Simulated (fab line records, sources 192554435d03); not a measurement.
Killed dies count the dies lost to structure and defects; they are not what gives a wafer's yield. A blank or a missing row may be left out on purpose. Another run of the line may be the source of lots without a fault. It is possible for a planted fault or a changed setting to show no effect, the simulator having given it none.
Problem report, 8D (eight disciplines) form, completed by code || flow n5 finfet || the parts of the form that need people (team, actions taken, sign-off) are left out

== 1. WHAT WENT WRONG ==
raw defect count at N5_BEOL_M6_INSPECT_30 reads a mean of 1720 on 2 wafers of 2 lots; wafers without a fault read 419 with a standard deviation of 82. That puts it +16 standard deviations away from the usual mean.
The step: inspects for defects (brightfield).
First seen on wafer L204.5, day 13 04:14, on defect inspect-02. The record holds 29 wafers of 10 lots with a number at this step. Rule for "out" (also "out of limits"): further than 4 standard deviations from the usual mean. All remaining wafers that have a number are taken as sound.

== 2. WHAT THIS IS AND IS NOT ==
{"question": "which readings at this step", "is": "raw defect count", "is not": "-"}
{"question": "which lots", "is": "L204, L205", "is not": "L188, L191, L193, L194, L196, L203, L208, L209"}
{"question": "which wafers of those lots", "is": "L204.5, L205.5", "is not": "L204.2, L204.4, L205.3, L205.6"}
{"question": "read on which gauges", "is": "defect inspect-01, defect inspect-02", "is not": "-"}
{"question": "when", "is": "from day 13 04:14", "is not": "up to then (19 sound wafers); but 8 sound wafers of L205, L208, L209 came after"}

== 3. SUSPECTS, AND WHAT RULES EACH OUT ==
Counting: any tool at a process step up to the reading remains a suspect provided it ran every lot that is out. Sound lots after the first of them don't rule it out here, since some wafers of a struck lot are sound.
- the gauge at N5_BEOL_M6_INSPECT_30 is ruled out. Those wafers that are out were read across 2 gauges (defect inspect-01, defect inspect-02).
- rie diel-03 at N5_BEOL_M6_STRIP_19 (strips in O2): kept. It ran every lot that is out, first L204 (day 13 03:33); its last sound lot up to then is L203 (day 12 23:53).
- In rie diel-03 at N5_BEOL_M6_STRIP_19, the wafers that are out were processed in chamber 1 and their sound lot-mates in chambers 0, 2.
Left after counting: rie diel-03 at N5_BEOL_M6_STRIP_19.

== 4. THE CAUSE (what the simulator had put in) ==
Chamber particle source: rie diel-03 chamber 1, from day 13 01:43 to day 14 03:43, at N5_BEOL_M6_STRIP_19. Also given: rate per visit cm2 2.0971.
Only this tool survived the counting.

== 5. THE CHAIN OF EFFECTS, in route order ==
Each row: a reading whose mean over the struck wafers that have a number lies more than 3 standard deviations from the usual. Only readings for which the record gives a usual standard deviation are gone through. hours: the time from each lot's start at the first step in this table that gives one to its start at this step, as a median over the lots. sigmas: the change in usual standard deviations.
{"hours": 0, "step": "N5_BEOL_M6_INSPECT_30", "reading": "raw defect count", "usual": 419, "on struck wafers": 1720, "change": "+1301", "sigmas": "+16"}
{"hours": 84, "step": "N5_PASSIVATION_PROBE_49", "reading": "defect limited yield", "usual": "91.4 %", "on struck wafers": 79.9, "change": -11.5, "sigmas": -8.2}
{"hours": 84, "step": "N5_PASSIVATION_PROBE_49", "reading": "killed_at_M4_up", "usual": 13, "on struck wafers": 170, "change": "+156", "sigmas": "+34"}
{"hours": 84, "step": "N5_PASSIVATION_PROBE_49", "reading": "killed dies", "usual": 102, "on struck wafers": 237, "change": "+135", "sigmas": "+8.4"}
{"hours": 84, "step": "N5_PASSIVATION_PROBE_49", "reading": "sort_bin_5_function", "usual": "5.1 %", "on struck wafers": 12.1, "change": "+7.0", "sigmas": "+7.9"}
{"hours": 84, "step": "N5_PASSIVATION_PROBE_49", "reading": "sort n pass", "usual": 1078, "on struck wafers": 943, "change": -135, "sigmas": -8.4}
Here are the process steps it includes:
- N5_PASSIVATION_PROBE_49

== 6. HOW IT WOULD HAVE BEEN CAUGHT EARLIER ==
In this record the first reading out of limits at a measuring or inspecting step was taken at day 13 04:14, 3 hours after the fault began at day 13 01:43.
Tool readings at N5_BEOL_M6_STRIP_19 with a usual standard deviation given in the record: none out on any struck wafer, hence no alarm at a limit of 4 standard deviations on them.
Lots out: 2; of these, L205 started N5_BEOL_M6_STRIP_19 on rie diel-03 after day 13 04:14. A hold on the tool at that time would have spared it.
